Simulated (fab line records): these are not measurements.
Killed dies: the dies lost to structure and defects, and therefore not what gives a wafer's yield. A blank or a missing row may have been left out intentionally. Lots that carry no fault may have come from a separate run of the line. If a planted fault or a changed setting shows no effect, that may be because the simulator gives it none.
fab line records ; flow nand_harc
record: lots: 13; wafers: 39; last_day: 33
route steps=1302 shown A_CHANNEL_FILL_D1@492 A_DECK1_JOINT@530 END@1302
lots untouched by any fault: they come from a run of this same line in which no faults occurred
start_h: start of the lot's first displayed wafer, in hours after the record's first day ; wait_h: hours elapsed since this lot's preceding step ; " same as the row above ; L1.1+2: one row covering several wafers at once ; - no value present, or no start provided ; * or withheld: withheld ; < > ~ a bound
route shown NAME@n: names a module that has steps shown in the file, with the first one's number in the route ; usual: mean/standard deviation taken from wafers without a fault ; same: alike in all rows ; chamber/n: place in a boat ; sites: the reading at each site ; _std_site: standard deviation across them ; _edge_site: outer sites' mean less inner sites' ; radius_mm: how far each site lies from the wafer's centre ; mask NAME#n: copy n ; behind: the tool/chamber that last shaped the wafer ; hold: the reason the lot was held/the length of the hold in hours/how it ended ; device: transistor that didn't switch, given as n, p or np ; end of line: at the end of the route, the tests of the same wafers ; a step without rows: its recipe alone ; killed: the dies lost at the first sort to structure and to defects; this is not the yield of the wafer ; map: a wafer's dies, marking killed ones x, the rest . and places with no die _
set.NAME: the setting the step ran with; set.NAME@STEP: the setting that earlier step ran with ; model.NAME: the simulator's own value behind a step, which no gauge read
steps of the route over a sample of lots; a table a step, a row a wafer
services: the hour from which a tool's chamber was out of use, counted from the record's first day as start_h (under 0 if before that day), plus the number of hours and why
== steps ==
step: NHARC_A_CHANNEL_FILL_D1_ALD_02
recipe: target_thk_a: 60; pulse_time_s: 10; ald_cycles: 60; temp_c: 300; material: SiO2
usual: heater_power_w: 452/50; precursor_pulse_height_rel: 0.999/0.02
lot.wafer;tool;chamber;start_h;wait_h;heater_power_w;precursor_pulse_height_rel
L555.2;ald_hk-02;1;182.03;-;383;1.019
L555.6;ald_hk-02;2;182.03;-;423;1.023
L555.5;ald_hk-02;3;182.03;-;418;1.004
L556.2;ald_hk-01;1;194.88;-;486;1.036
L556.6;ald_hk-01;0;194.88;-;433;1.001
L556.5;ald_hk-01;1;194.88;-;467;1.002
L559.3;ald_hk-02;2;225.28;-;422;1.009
L559.2;ald_hk-02;0;225.28;-;458;1.010
L559.4;ald_hk-02;1;225.28;-;380;1.016
L560.3;ald_hk-03;2;241.03;-;502;0.985
L560.4;ald_hk-03;0;241.03;-;438;0.978
L560.2;ald_hk-03;1;241.03;-;533;0.986
L561.3;ald_hk-02;3;250.88;-;408;1.011
L561.6;ald_hk-02;1;250.88;-;368;1.006
L561.5;ald_hk-02;2;250.88;-;425;1.020
L564.3;ald_hk-03;2;276.89;-;501;0.989
L564.2;ald_hk-03;1;276.89;-;539;1.003
L564.6;ald_hk-03;3;276.89;-;421;1.039
L566.1;ald_hk-02;0;301.75;-;453;1.007
L566.3;ald_hk-02;2;301.75;-;430;0.990
L566.6;ald_hk-02;3;301.75;-;407;0.991
L571.1;ald_hk-01;1;346.92;-;469;0.980
L571.4;ald_hk-01;2;346.92;-;423;1.031
L571.6;ald_hk-01;2;346.92;-;405;1.007
L570.4;ald_hk-01;0;348.83;-;428;0.991
L570.1;ald_hk-01;1;348.83;-;475;0.987
L570.5;ald_hk-01;3;348.83;-;525;0.976
L572.3;ald_hk-01;0;359.51;-;435;0.981
L572.2;ald_hk-01;1;359.51;-;474;0.990
L572.6;ald_hk-01;2;359.51;-;405;1.005
L574.4;ald_hk-03;0;379.31;-;421;1.036
L574.5;ald_hk-03;3;379.31;-;416;1.020
L574.6;ald_hk-03;0;379.31;-;420;1.009
L577.4;ald_hk-02;2;403.29;-;444;1.033
L577.1;ald_hk-02;1;403.29;-;381;0.964
L577.6;ald_hk-02;3;403.29;-;410;1.009
L576.3;ald_hk-02;3;406.81;-;402;0.991
L576.1;ald_hk-02;2;406.81;-;447;1.017
L576.6;ald_hk-02;3;406.81;-;396;0.981
step: NHARC_A_CHANNEL_FILL_D1_ETCHBACK_08
recipe: target_depth_a: 2200; time_s: 110; c4f8_flow_sccm: 20; ar_flow_sccm: withheld; rf_w: 600; bias_w: 300; chemistry: C4F8
usual: oes_product_au: 0.95/0.031; rf_vpp_V: 441.5/2.6; run_length_s: 131.2/0.51
lot.wafer;tool;chamber;start_h;wait_h;oes_product_au;rf_hours_counter_h;rf_vpp_V;run_length_s
L555.2;rie_diel-06;0;-;-;0.92;3.7;440.6;131.8
L555.5;rie_diel-06;3;-;-;0.94;-;439.2;131.5
L555.6;rie_diel-06;2;-;-;0.93;-;442.2;131.5
L556.2;rie_diel-03;0;-;-;0.92;6.1;437.1;131.0
L556.6;rie_diel-03;2;-;-;0.93;-;440.0;131.9
L556.5;rie_diel-03;3;-;-;0.92;-;445.7;131.5
L559.2;rie_diel-06;1;-;-;0.93;6.4;444.4;131.7
L559.4;rie_diel-06;3;-;-;0.93;6.2;439.7;131.4
L559.3;rie_diel-06;0;-;-;0.92;6.8;438.5;131.3
L560.2;rie_diel-01;0;-;-;1.00;5.1;444.8;130.5
L560.4;rie_diel-01;1;-;-;0.98;5.1;439.7;131.3
L560.3;rie_diel-01;2;-;-;1.00;4.2;440.1;131.1
L561.3;rie_diel-06;0;-;-;0.92;8.0;437.9;131.2
L561.6;rie_diel-06;0;-;-;0.93;-;439.0;131.3
L561.5;rie_diel-06;1;-;-;0.94;-;445.1;131.5
L564.3;rie_diel-03;0;-;-;0.96;1.8;439.0;131.1
L564.2;rie_diel-03;1;-;-;1.00;2.1;444.6;131.1
L564.6;rie_diel-03;3;-;-;1.00;-;445.5;131.4
L566.1;rie_diel-01;3;-;-;0.91;9.1;439.9;130.5
L566.3;rie_diel-01;1;-;-;0.92;9.1;439.0;130.9
L566.6;rie_diel-01;3;-;-;0.93;-;439.5;130.2
L570.1;rie_diel-03;0;-;-;0.90;4.4;438.8;130.8
L570.4;rie_diel-03;3;-;-;0.94;4.9;445.1;131.1
L570.5;rie_diel-03;0;-;-;0.91;-;438.6;131.5
L571.1;rie_diel-06;2;-;-;0.93;3.7;442.7;131.6
L571.4;rie_diel-06;3;-;-;0.94;4.2;440.3;131.1
L571.6;rie_diel-06;1;-;-;0.93;-;444.5;131.5
L572.2;rie_diel-01;0;-;-;0.99;0.4;445.6;130.4
L572.3;rie_diel-01;2;-;-;0.99;0.7;443.1;131.5
L572.6;rie_diel-01;0;-;-;1.00;-;443.5;130.4
L574.4;rie_diel-06;0;-;-;0.91;5.4;438.0;132.0
L574.6;rie_diel-06;3;-;-;0.93;-;438.2;131.0
L574.5;rie_diel-06;0;-;-;0.90;-;439.0;131.3
L577.4;rie_diel-01;0;-;-;0.98;3.4;442.3;130.4
L577.1;rie_diel-01;1;-;-;0.97;3.3;438.8;131.4
L577.6;rie_diel-01;0;-;-;0.98;-;444.0;130.4
L576.3;rie_diel-06;2;-;-;0.93;6.1;441.8;131.3
L576.1;rie_diel-06;3;-;-;0.93;6.8;439.4;131.2
L576.6;rie_diel-06;1;-;-;0.93;-;443.0;131.6
step: NHARC_A_DECK1_JOINT_ETCHBACK_00
recipe: target_depth_a: 300; time_s: 17.4; hbr_flow_sccm: 150; rf_w: 350; icp_w: 350; bias_w: 60; chemistry: HBr
usual: drypump_motor_current_A: 5.8/0.45; oes_product_au: 1.000/0.011; run_length_s: 38.7/0.42; throttle_valve_pct: 23.266/0.0089
lot.wafer;tool;chamber;start_h;wait_h;drypump_motor_current_A;oes_product_au;rf_hours_counter_h;run_length_s;throttle_valve_pct
L555.2;rie_si-05;2;245.39;0.1;6.2;1.002;0.6;38.8;23.260
L555.5;rie_si-05;2;245.39;0.1;6.2;1.000;-;38.4;23.267
L555.6;rie_si-05;0;245.39;0.1;5.2;0.981;-;38.8;23.260
L556.2;rie_si-05;0;253.70;0.1;5.2;0.973;0.7;38.9;23.274
L556.5;rie_si-05;3;253.70;0.1;5.6;0.990;-;38.1;23.266
L556.6;rie_si-05;0;253.70;0.1;5.2;0.987;-;39.4;23.254
L559.3;rie_si-05;2;285.57;0.1;6.2;1.015;0.8;38.3;23.257
L559.2;rie_si-05;3;285.57;0.1;5.6;0.997;0.8;38.3;23.268
L559.4;rie_si-05;1;285.57;0.1;5.2;0.998;0.9;38.7;23.262
L560.4;rie_si-04;3;301.26;0.1;6.2;1.009;0.8;38.6;23.277
L560.3;rie_si-04;1;301.26;0.1;5.9;0.979;0.9;38.6;23.267
L560.2;rie_si-04;2;301.26;0.1;5.6;0.991;0.9;38.8;23.265
L561.3;rie_si-04;2;309.38;0.1;5.6;1.007;0.9;38.7;23.268
L561.6;rie_si-04;2;309.38;0.1;5.6;0.997;-;38.9;23.269
L561.5;rie_si-04;3;309.38;0.1;6.2;1.007;-;38.8;23.266
L564.3;rie_si-05;0;338.60;0.1;5.2;0.999;0.1;39.1;23.277
L564.2;rie_si-05;1;338.60;0.1;5.2;1.012;0.1;38.2;23.288
L564.6;rie_si-05;3;338.60;0.1;5.6;0.991;-;38.1;23.270
L566.1;rie_si-03;1;361.87;0.1;5.7;1.007;0.9;39.5;23.258
L566.3;rie_si-03;2;361.87;0.1;5.0;0.994;0.9;38.9;23.268
L566.6;rie_si-03;0;361.87;0.1;5.3;0.996;-;38.6;23.247
L570.1;rie_si-04;2;405.31;0.1;5.6;0.985;0.3;39.6;23.272
L570.4;rie_si-04;0;405.31;0.1;6.5;0.982;0.4;38.5;23.265
L570.5;rie_si-04;1;405.31;0.1;6.0;1.010;-;38.5;23.282
L571.1;rie_si-05;0;405.32;0.1;5.2;0.999;0.6;39.0;23.252
L571.4;rie_si-05;2;405.32;0.1;6.2;1.018;0.6;38.4;23.249
L571.6;rie_si-05;3;405.32;0.1;5.6;1.010;-;33.5;23.260
L572.2;rie_si-05;3;420.22;0.1;5.6;1.007;0.6;33.3;23.270
L572.3;rie_si-05;0;420.22;0.1;5.2;1.010;0.6;38.8;23.274
L572.6;rie_si-05;3;420.22;0.1;5.6;1.008;-;33.8;23.266
L574.4;rie_si-03;1;441.74;0.1;5.8;0.998;0.2;38.9;23.262
L574.6;rie_si-03;1;441.74;0.1;5.7;1.007;-;39.0;23.264
L574.5;rie_si-03;2;441.74;0.1;5.1;0.992;-;39.6;23.259
L576.3;rie_si-04;1;466.79;0.1;6.0;1.023;0.9;38.3;23.277
L576.1;rie_si-04;3;466.79;0.1;6.2;1.003;0.8;39.1;23.268
L576.6;rie_si-04;2;466.79;0.1;5.6;1.003;-;38.7;23.261
L577.4;rie_si-03;1;466.81;0.1;5.7;1.004;0.3;39.3;23.265
L577.1;rie_si-03;2;466.81;0.1;5.0;1.001;0.3;39.2;23.268
L577.6;rie_si-03;1;466.81;0.1;5.7;0.998;-;39.0;23.272
step: NHARC_A_DECK1_JOINT_CMP_02
recipe: material: SiOx
usual: motor_current_A: 12.0/1.4
lot.wafer;tool;chamber;start_h;wait_h;motor_current_A
L555.2;cmp-03;2;268.44;0.4;11.9
L555.6;cmp-03;2;268.44;0.4;11.2
L555.5;cmp-03;3;268.44;0.4;11.1
L556.2;cmp-01;2;280.66;0.4;12.0
L556.6;cmp-01;3;280.66;0.4;10.8
L556.5;cmp-01;0;280.66;0.4;12.9
L559.3;cmp-01;3;311.32;0.4;11.2
L559.4;cmp-01;0;311.32;0.4;13.6
L559.2;cmp-01;1;311.32;0.4;12.7
L560.2;cmp-02;1;329.94;0.4;12.2
L560.3;cmp-02;2;329.94;0.4;11.7
L560.4;cmp-02;3;329.94;0.4;12.3
L561.3;cmp-03;3;334.87;0.4;10.9
L561.5;cmp-03;0;334.87;0.4;15.4
L561.6;cmp-03;1;334.87;0.4;10.5
L564.3;cmp-03;2;360.81;0.4;11.4
L564.2;cmp-03;0;360.81;0.4;15.6
L564.6;cmp-03;2;360.81;0.4;12.0
L566.1;cmp-03;2;385.24;0.4;12.0
L566.3;cmp-03;0;385.24;0.4;15.7
L566.6;cmp-03;2;385.24;0.4;12.0
L570.4;cmp-02;3;427.73;0.4;11.9
L570.1;cmp-02;1;427.73;0.4;12.6
L570.5;cmp-02;3;427.73;0.4;12.1
L571.4;cmp-01;1;427.76;0.4;12.1
L571.1;cmp-01;2;427.76;0.4;12.6
L571.6;cmp-01;0;427.76;0.4;13.0
L572.3;cmp-01;0;445.62;0.4;13.3
L572.2;cmp-01;2;445.62;0.4;12.5
L572.6;cmp-01;0;445.62;0.4;13.3
L574.4;cmp-03;0;466.07;0.4;15.6
L574.5;cmp-03;1;466.07;0.4;10.3
L574.6;cmp-03;2;466.07;0.4;11.8
L576.3;cmp-02;1;487.77;0.4;12.7
L576.1;cmp-02;0;487.77;0.4;10.6
L576.6;cmp-02;1;487.77;0.4;12.4
L577.4;cmp-01;2;487.77;0.4;12.3
L577.1;cmp-01;3;487.77;0.4;10.9
L577.6;cmp-01;2;487.77;0.4;12.6
step: NHARC_END_SORT_01
recipe: temp_c: 25
usual: killed_at_array: 59/20; killed_at_other: 0.8/1.2; killed_at_periphery: 3.5/2.2; killed_dies: 63/20; killed_open: 3.3/1.8; killed_short: 2.6/1.7
same: gross_dies: 677
lot.wafer;tool;chamber;start_h;wait_h;killed_at_array;killed_at_other;killed_at_periphery;killed_dies;killed_open;killed_short
L571.1;prober-02;0;709.96;2.5;83;0;3;86;6;4
L571.4;prober-02;0;712.37;3.4;70;1;10;81;4;6
L571.6;prober-02;0;713.97;4.0;73;0;6;79;5;2
killed by level:class
L571.1 A_SLIT:chamber_film_flake=26 A_CHANNEL_HOLE_D2:chamber_film_flake=14 A_CONTACT:chamber_film_flake=13 A_CHANNEL_HOLE_D1:chamber_film_flake=10 A_STAIRCASE:chamber_film_flake=9 A_M0:geometric_particle:open=3 A_ONON_D1:geometric_particle:short=1 A_CHANNEL_FILL_D1:geometric_particle:short=1
L571.4 A_SLIT:chamber_film_flake=27 A_CHANNEL_HOLE_D2:chamber_film_flake=22 P_M2:chamber_film_flake=7 A_CONTACT:chamber_film_flake=7 A_STAIRCASE:chamber_film_flake=4 A_SOURCE_PLATE:geometric_particle:short=2 A_CHANNEL_HOLE_D1:chamber_film_flake=2 P_CONTACT:geometric_particle:short=1
L571.6 A_SLIT:chamber_film_flake=29 A_CHANNEL_HOLE_D2:chamber_film_flake=19 A_STAIRCASE:chamber_film_flake=7 A_CHANNEL_HOLE_D1:chamber_film_flake=5 A_CONTACT:chamber_film_flake=5 P_M2:chamber_film_flake=3 A_M0:geometric_particle:open=2 P_GATE:chamber_film_flake=2
== services ==
tool;chamber;start_h;hours;kind
cmp-01;-;158.13;1.1;repair
ald_hk-02;-;170.00;10.0;pm
cmp-01;-;185.50;4.0;pm
cmp-01;-;197.83;3.6;repair
cmp-03;-;198.36;4.0;pm
ald_hk-02;-;204.80;9.1;repair
rie_diel-06;1;227.82;1.7;repair
rie_si-05;3;230.74;5.5;repair
rie_si-05;1;245.32;2.1;repair
rie_diel-06;2;288.14;3.3;repair
rie_si-05;2;291.42;3.1;repair
rie_diel-06;1;303.97;2.9;repair
rie_si-05;-;305.00;9.0;pm
rie_diel-06;-;307.30;9.0;pm
ald_hk-02;-;348.00;10.0;pm
rie_si-05;-;357.82;0.8;repair
rie_diel-06;2;387.48;1.7;repair
rie_si-05;3;388.86;5.1;repair
ald_hk-02;-;426.39;1.8;repair
rie_diel-06;1;434.92;2.4;repair
rie_diel-06;1;455.89;3.6;repair
rie_diel-06;0;458.89;4.4;repair
rie_si-05;-;482.00;9.0;pm
rie_diel-06;-;484.30;9.0;pm
== key ==
first_sign: step: NHARC_A_DECK1_JOINT_ETCHBACK_00; reading: run_length_s; direction: down; sigmas: 12; usual: *; struck: *
effect none on later readings
met_at NHARC_A_DECK1_JOINT_ETCHBACK_00
struck_lots L571,L572
struck_wafers L571.6,L572.2,L572.6
tester_left_out L571,L572
not_acting_at NHARC_A_CHANNEL_FILL_D1_ALD_02,NHARC_A_CHANNEL_FILL_D1_ETCHBACK_08,NHARC_A_DECK1_JOINT_CMP_02
onset_between 338.60 405.32
fault: kind: process_parameter_drift; tool: rie_si-05; chamber: -; onset_h: 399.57; steps: NHARC_A_DECK1_JOINT_ETCHBACK_00; channel: time_s; offset: *; shape: step; end_h: 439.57; scope: struck_wafers_only; acts_in: *; stated: *
tester_left_out: of these lots the tester's yield and bins aren't shown, on N5 and GAA mostly nor the transistor test; their killed dies are dies lost to structure and defects alone, not to doping, threshold or leakage, so they don't give the yield
